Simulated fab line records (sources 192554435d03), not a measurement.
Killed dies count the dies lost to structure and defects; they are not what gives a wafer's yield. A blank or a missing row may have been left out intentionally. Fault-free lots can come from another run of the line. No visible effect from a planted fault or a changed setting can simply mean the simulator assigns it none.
What tool caused it? | flow n5Finfet | 72 wafers from 24 lots sampled at 5 of the route's 1938 steps

== WHAT EACH GAUGE READ, for each wafer ==
N5_BEOL_M3_RS_MEAS_58: measurement is done with a four-point probe. Usual: M3_RS gives 0.67 ohm/sq (standard deviation 0.035).
lot  | measured     | on           | M3_RS (ohm/sq) | flag
L074 | day 7 07:54  | filmMetro-01 | 0.72 0.69 0.67 | 
L075 | day 7 09:08  | filmMetro-02 | 0.65 0.66 0.63 | 
L076 | day 7 18:35  | filmMetro-01 | 0.68 0.61 0.69 | 
L077 | day 8 02:16  | filmMetro-02 | 0.66 0.69 0.67 | 
L078 | day 8 04:07  | filmMetro-01 | 0.72 0.67 0.65 | 
L079 | day 8 15:41  | filmMetro-01 | 0.72 0.72 0.65 | 
L080 | day 8 20:56  | filmMetro-01 | 0.70 0.64 0.69 | 
L081 | day 9 09:08  | filmMetro-02 | 0.69 0.64 0.70 | 
L082 | day 9 10:28  | filmMetro-01 | 0.66 0.68 0.65 | 
L083 | day 9 13:14  | filmMetro-01 | 0.64 0.65 0.66 | 
L084 | day 9 12:53  | filmMetro-01 | 0.70 0.64 0.62 | 
L085 | day 10 01:19 | filmMetro-01 | 0.70 0.68 0.69 | 
L086 | day 11 01:19 | filmMetro-01 | 0.68 0.68 0.67 | 
L087 | day 10 21:07 | filmMetro-01 | 0.69 0.67 0.65 | 
L088 | day 11 03:10 | filmMetro-02 | 0.71 0.68 0.64 | 
L089 | day 11 19:29 | filmMetro-02 | 0.68 0.69 0.74 | 
L090 | day 12 00:02 | filmMetro-02 | 0.70 0.67 0.62 | 
L091 | day 12 00:46 | filmMetro-02 | 0.64 0.62 0.61 | 
L093 | day 12 02:10 | filmMetro-02 | 0.66 0.62 0.67 | 
L092 | day 12 04:24 | filmMetro-01 | 0.71 0.68 0.72 | 
L095 | day 12 15:07 | filmMetro-02 | 0.76 0.75 0.66 | 
L094 | day 12 18:26 | filmMetro-02 | 0.65 0.64 0.63 | 
L097 | day 13 15:32 | filmMetro-02 | 0.69 0.67 0.62 | 
L096 | day 13 21:51 | filmMetro-01 | 0.72 0.69 0.69 | 

== EACH LOT AND THE TOOL THAT RAN IT (in order: tool; ch and the chambers of the sampled wafers; start) ==
lot  | N5_BEOL_M3_ETCH_69                | N5_BEOL_M3_STRIP_36               | N5_BEOL_M3_SPUTTER_90       | N5_BEOL_M3_CO_CAP_55
L074 | rieDiel-03 ch 0,1,2, day 7 00:34  | rieDiel-03 ch 1,3, day 7 03:22    | pvdSputter-01, day 7 06:08  | cvdCo-01 ch 1,2, day 7 07:40
L075 | rieDiel-03 ch 2,3, day 7 00:56    | rieDiel-06 ch 0,3, day 7 03:51    | pvdSputter-03, day 7 07:25  | cvdCo-02 ch 0,2, day 7 08:56
L076 | rieDiel-01 ch 1,2,3, day 7 12:52  | rieDiel-06 ch 0,2,3, day 7 14:13  | pvdSputter-01, day 7 16:46  | cvdCo-01 ch 0,1, day 7 18:22
L077 | rieDiel-01 ch 0,2, day 7 21:34    | rieDiel-01 ch 0,1, day 7 22:15    | pvdSputter-03, day 8 00:34  | cvdCo-02 ch 1,2, day 8 02:05
L078 | rieDiel-06 ch 0,1,2, day 7 22:37  | rieDiel-01 ch 0,3, day 7 23:11    | pvdSputter-03, day 8 02:24  | cvdCo-02 ch 0,1,2, day 8 03:56
L079 | rieDiel-01 ch 0,2,3, day 8 02:22  | rieDiel-01 ch 2,3, day 8 11:32    | pvdSputter-03, day 8 13:58  | cvdCo-01 ch 0,1, day 8 15:29
L080 | rieDiel-03 ch 1,2,3, day 8 13:37  | rieDiel-03 ch 1,3, day 8 16:20    | pvdSputter-02, day 8 19:14  | cvdCo-01 ch 0,2, day 8 20:45
L081 | rieDiel-03 ch 1,2,3, day 9 00:55  | rieDiel-01 ch 2,3, day 9 02:59    | pvdSputter-01, day 9 06:33  | cvdCo-02 ch 0,1,2, day 9 08:57
L082 | rieDiel-06 ch 0,2,3, day 9 01:18  | rieDiel-01 ch 0,1,3, day 9 03:35  | pvdSputter-03, day 9 08:43  | cvdCo-01 ch 0,2, day 9 10:17
L083 | rieDiel-06 ch 1,3, day 9 04:34    | rieDiel-01 ch 0,1,3, day 9 08:20  | pvdSputter-03, day 9 11:24  | cvdCo-01 ch 0,1,2, day 9 13:04
L084 | rieDiel-06 ch 1,2, day 9 06:31    | rieDiel-03 ch 1,2,3, day 9 08:20  | pvdSputter-01, day 9 11:10  | cvdCo-02 ch 0,1, day 9 12:41
L085 | rieDiel-06 ch 0,3, day 9 19:04    | rieDiel-06 ch 1,2, day 9 21:13    | pvdSputter-02, day 9 23:28  | cvdCo-02 ch 0,1, day 10 01:06
L086 | rieDiel-06 ch 0,2,3, day 10 08:02 | rieDiel-06 ch 1,2,3, day 10 20:03 | pvdSputter-02, day 10 23:35 | cvdCo-01 ch 0,1, day 11 01:07
L087 | rieDiel-03 ch 0,1,3, day 10 13:03 | rieDiel-03 ch 0,1,3, day 10 17:07 | pvdSputter-02, day 10 19:22 | cvdCo-02 ch 0,1,2, day 10 20:54
L088 | rieDiel-01 ch 0,2, day 10 13:07   | rieDiel-03 ch 0,1, day 10 20:01   | pvdSputter-02, day 11 01:25 | cvdCo-02 ch 0,1, day 11 02:57
L089 | rieDiel-06 ch 0,1,3, day 11 10:56 | rieDiel-06 ch 0,1,3, day 11 13:40 | pvdSputter-03, day 11 17:47 | cvdCo-02 ch 0,2, day 11 19:19
L090 | rieDiel-03 ch 0,2, day 11 12:13   | rieDiel-03 ch 1,2, day 11 13:47   | pvdSputter-01, day 11 20:55 | cvdCo-02 ch 0,1, day 11 23:51
L091 | rieDiel-03 ch 0,1,3, day 11 13:31 | rieDiel-01 ch 1,2,3, day 11 19:10 | pvdSputter-03, day 11 21:46 | cvdCo-02 ch 1,2, day 12 00:35
L093 | rieDiel-03 ch 0,2,3, day 11 21:02 | rieDiel-03 ch 0,1,3, day 11 21:36 | pvdSputter-01, day 12 00:06 | cvdCo-01 ch 0,2, day 12 01:59
L092 | rieDiel-03 ch 1,2,3, day 11 21:13 | rieDiel-01 ch 1,2,3, day 11 21:37 | pvdSputter-01, day 12 02:16 | cvdCo-02 ch 0,1,2, day 12 04:13
L095 | rieDiel-01 ch 0,3, day 12 08:22   | rieDiel-06 ch 0,1,3, day 12 10:53 | pvdSputter-03, day 12 13:25 | cvdCo-01 ch 0,1,2, day 12 14:56
L094 | rieDiel-01 ch 1,2,3, day 12 13:05 | rieDiel-01 ch 1,2, day 12 14:02   | pvdSputter-02, day 12 16:38 | cvdCo-02 ch 0,2, day 12 18:15
L097 | rieDiel-06 ch 0,2,3, day 13 03:35 | rieDiel-03 ch 0,2,3, day 13 11:01 | pvdSputter-03, day 13 13:50 | cvdCo-01 ch 0,1,2, day 13 15:21
L096 | rieDiel-01 ch 2,3, day 13 13:18   | rieDiel-01 ch 1,2,3, day 13 17:45 | pvdSputter-02, day 13 20:08 | cvdCo-01 ch 0,1,2, day 13 21:40
- N5_BEOL_M3_ETCH_69: etches SiARC in CF4, target depth 15.6 nm, time 26 s.
- N5_BEOL_M3_STRIP_36: strips in N2/H2.
- N5_BEOL_M3_SPUTTER_90: material Cu, target thk 4.5 nm, time 8.29 s.
- N5_BEOL_M3_CO_CAP_55: material Co, precursor CCTBA/H2, target thk 2 nm, time 102.1 s.

== WHAT THE TOOLS THEMSELVES READ (means of the sampled wafers that have a number; where no wafer has one, the mark that the record gives instead) ==
N5_BEOL_M3_ETCH_69. Usual: drypumpMotorCurrentA 5.7 A, standard deviation 0.54; etchRfOnTimeS 26.1 s, standard deviation 0.64; oesProductAu 0.67 a.u., standard deviation 0.073; rfVppV 184.1 V, standard deviation 1.1; showerheadPlenumPTorr 2.14 Torr, standard deviation 0.061; throttleValvePct 15.60 %, standard deviation 0.27.
lot  | tool       | drypumpMotorCurrentA (A) | etchRfOnTimeS (s) | oesProductAu (a.u.) | rfVppV (V) | showerheadPlenumPTorr (Torr) | throttleValvePct (%) | flag
L074 | rieDiel-03 | 6.3                      | 26.6              | 0.65                | 183.8      | 2.16                         | 15.57                | 
L075 | rieDiel-03 | 5.8                      | 25.7              | 0.61                | 184.4      | 2.18                         | 15.83                | 
L076 | rieDiel-01 | 5.6                      | 25.9              | 0.65                | 184.4      | 2.15                         | 15.65                | 
L077 | rieDiel-01 | 5.7                      | 25.0              | 0.69                | 184.0      | 2.17                         | 15.75                | 
L078 | rieDiel-06 | 5.4                      | 26.2              | 0.69                | 183.1      | 2.09                         | 15.52                | 
L079 | rieDiel-01 | 5.7                      | 25.6              | 0.66                | 184.0      | 2.12                         | 15.76                | 
L080 | rieDiel-03 | 5.9                      | 26.3              | 0.65                | 184.6      | 2.17                         | 15.69                | 
L081 | rieDiel-03 | 5.9                      | 25.8              | 0.65                | 184.6      | 2.17                         | 15.69                | 
L082 | rieDiel-06 | 5.6                      | 26.2              | 0.70                | 184.4      | 2.13                         | 15.49                | 
L083 | rieDiel-06 | 5.5                      | 26.0              | 0.66                | 185.5      | 2.20                         | 15.62                | 
L084 | rieDiel-06 | 5.0                      | 26.1              | 0.71                | 184.1      | 2.10                         | 15.29                | 
L085 | rieDiel-06 | 5.9                      | 26.4              | 0.66                | 184.2      | 2.18                         | 15.65                | 
L086 | rieDiel-06 | 5.6                      | 26.6              | 0.68                | 184.0      | 2.12                         | 15.51                | 
L087 | rieDiel-03 | 5.9                      | 26.0              | 0.72                | 185.0      | 2.18                         | 15.44                | 
L088 | rieDiel-01 | 5.5                      | 25.3              | 0.66                | 183.6      | 2.16                         | 15.87                | 
L089 | rieDiel-06 | 5.6                      | 26.3              | 0.63                | 184.1      | 2.13                         | 15.71                | 
L090 | rieDiel-03 | 6.5                      | 25.8              | 0.80                | 184.1      | 2.16                         | 15.23                | 
L091 | rieDiel-03 | 5.9                      | 26.1              | 0.71                | 184.2      | 2.18                         | 15.45                | 
L093 | rieDiel-03 | 6.2                      | 25.3              | 0.73                | 185.2      | 2.16                         | 15.49                | 
L092 | rieDiel-03 | 5.9                      | 26.1              | 0.70                | 184.1      | 2.16                         | 15.57                | 
L095 | rieDiel-01 | 5.7                      | 26.2              | 0.62                | 183.0      | 2.07                         | 15.83                | 
L094 | rieDiel-01 | 5.6                      | 26.1              | 0.62                | 183.0      | 2.13                         | 15.74                | 
L097 | rieDiel-06 | 5.6                      | 26.3              | 0.67                | 183.6      | 2.12                         | 15.54                | 
L096 | rieDiel-01 | 5.9                      | 26.7              | 0.62                | 182.9      | 2.08                         | 15.76                | 

N5_BEOL_M3_STRIP_36. Usual: drypumpMotorCurrentA 5.7 A, standard deviation 0.53; oesProductAu 0.78 a.u., standard deviation 0.085; rfVppV 59.2 V, standard deviation 1.4; showerheadPlenumPTorr 2.54 Torr, standard deviation 0.075; throttleValvePct 23.64 %, standard deviation 0.23.
lot  | tool       | drypumpMotorCurrentA (A) | oesProductAu (a.u.) | rfVppV (V) | showerheadPlenumPTorr (Torr) | throttleValvePct (%) | flag
L074 | rieDiel-03 | 5.5                      | 0.79                | 58.8       | 2.62                         | 23.66                | 
L075 | rieDiel-06 | 6.1                      | 0.77                | 59.5       | 2.49                         | 23.54                | 
L076 | rieDiel-06 | 5.6                      | 0.83                | 60.6       | 2.52                         | 23.42                | 
L077 | rieDiel-01 | 5.1                      | 0.74                | 57.4       | 2.57                         | 23.81                | 
L078 | rieDiel-01 | 5.7                      | 0.75                | 57.1       | 2.47                         | 23.95                | 
L079 | rieDiel-01 | 6.0                      | 0.78                | 61.0       | 2.51                         | 23.76                | 
L080 | rieDiel-03 | 5.5                      | 0.77                | 59.3       | 2.61                         | 23.67                | 
L081 | rieDiel-01 | 5.9                      | 0.75                | 58.1       | 2.47                         | 23.87                | 
L082 | rieDiel-01 | 5.3                      | 0.72                | 60.3       | 2.53                         | 23.82                | 
L083 | rieDiel-01 | 5.3                      | 0.73                | 60.0       | 2.53                         | 23.81                | 
L084 | rieDiel-03 | 5.9                      | 0.75                | 59.3       | 2.57                         | 23.62                | 
L085 | rieDiel-06 | 5.1                      | 0.77                | 59.0       | 2.49                         | 23.32                | 
L086 | rieDiel-06 | 5.3                      | 0.79                | 61.2       | 2.54                         | 23.33                | 
L087 | rieDiel-03 | 5.9                      | 0.84                | 58.7       | 2.61                         | 23.64                | 
L088 | rieDiel-03 | 6.0                      | 0.91                | 58.3       | 2.60                         | 23.59                | 
L089 | rieDiel-06 | 5.7                      | 0.74                | 58.5       | 2.51                         | 23.46                | 
L090 | rieDiel-03 | 6.0                      | 0.90                | 58.5       | 2.56                         | 23.46                | 
L091 | rieDiel-01 | 5.6                      | 0.74                | 58.9       | 2.53                         | 23.75                | 
L093 | rieDiel-03 | 5.9                      | 0.83                | 60.0       | 2.60                         | 23.66                | 
L092 | rieDiel-01 | 5.6                      | 0.73                | 58.9       | 2.53                         | 23.75                | 
L095 | rieDiel-06 | 5.7                      | 0.72                | 60.0       | 2.51                         | 23.47                | 
L094 | rieDiel-01 | 5.2                      | 0.71                | 59.0       | 2.59                         | 23.62                | 
L097 | rieDiel-03 | 6.2                      | 0.83                | 59.7       | 2.56                         | 23.56                | 
L096 | rieDiel-01 | 5.6                      | 0.73                | 58.4       | 2.52                         | 23.78                | 

N5_BEOL_M3_SPUTTER_90. Usual: throttleValvePct reads 30.1 % (standard deviation 0.78).
lot  | tool          | throttleValvePct (%) | flag
L074 | pvdSputter-01 | 30.8                 | 
L075 | pvdSputter-03 | 29.8                 | 
L076 | pvdSputter-01 | 30.3                 | 
L077 | pvdSputter-03 | 29.9                 | 
L078 | pvdSputter-03 | 29.5                 | 
L079 | pvdSputter-03 | 29.4                 | 
L080 | pvdSputter-02 | 30.1                 | 
L081 | pvdSputter-01 | 30.1                 | 
L082 | pvdSputter-03 | 30.1                 | 
L083 | pvdSputter-03 | 29.7                 | 
L084 | pvdSputter-01 | 31.1                 | 
L085 | pvdSputter-02 | 30.4                 | 
L086 | pvdSputter-02 | 30.1                 | 
L087 | pvdSputter-02 | 30.0                 | 
L088 | pvdSputter-02 | 29.9                 | 
L089 | pvdSputter-03 | 29.6                 | 
L090 | pvdSputter-01 | 30.0                 | 
L091 | pvdSputter-03 | 29.7                 | 
L093 | pvdSputter-01 | 30.8                 | 
L092 | pvdSputter-01 | 31.0                 | 
L095 | pvdSputter-03 | 29.6                 | 
L094 | pvdSputter-02 | 30.4                 | 
L097 | pvdSputter-03 | 29.9                 | 
L096 | pvdSputter-02 | 29.9                 | 

N5_BEOL_M3_CO_CAP_55. Usual: heaterPowerW reads 237 W (standard deviation 12).
lot  | tool     | heaterPowerW (W) | flag
L074 | cvdCo-01 | 238              | 
L075 | cvdCo-02 | 242              | 
L076 | cvdCo-01 | 239              | 
L077 | cvdCo-02 | 249              | 
L078 | cvdCo-02 | 236              | 
L079 | cvdCo-01 | 235              | 
L080 | cvdCo-01 | 243              | 
L081 | cvdCo-02 | 233              | 
L082 | cvdCo-01 | 241              | 
L083 | cvdCo-01 | 237              | 
L084 | cvdCo-02 | 222              | 
L085 | cvdCo-02 | 228              | 
L086 | cvdCo-01 | 238              | 
L087 | cvdCo-02 | 236              | 
L088 | cvdCo-02 | 226              | 
L089 | cvdCo-02 | 230              | 
L090 | cvdCo-02 | 223              | 
L091 | cvdCo-02 | 251              | 
L093 | cvdCo-01 | 243              | 
L092 | cvdCo-02 | 237              | 
L095 | cvdCo-01 | 237              | 
L094 | cvdCo-02 | 231              | 
L097 | cvdCo-01 | 241              | 
L096 | cvdCo-01 | 241              | 

== THE ANSWER, worked out from the rows above alone ==
Rule: a lot counts as off when the mean over its wafers that have a number is more than 3 standard deviations away from the usual mean. Also off: a lot with no number at a reading for which 4 or more lots have one. All remaining lots with rows at the step are treated as sound. The gauges are gone through in route order, then the tools' own readings, and for those a lot's mean is taken as printed above. The first step at which some lot is off is used, and at that step the reading that is off furthest; a lot without a number counts as furthest.
None of the lots is off at any reading shown; this tells nothing.

== WHAT WAS PUT IN BY THE SIMULATOR ==
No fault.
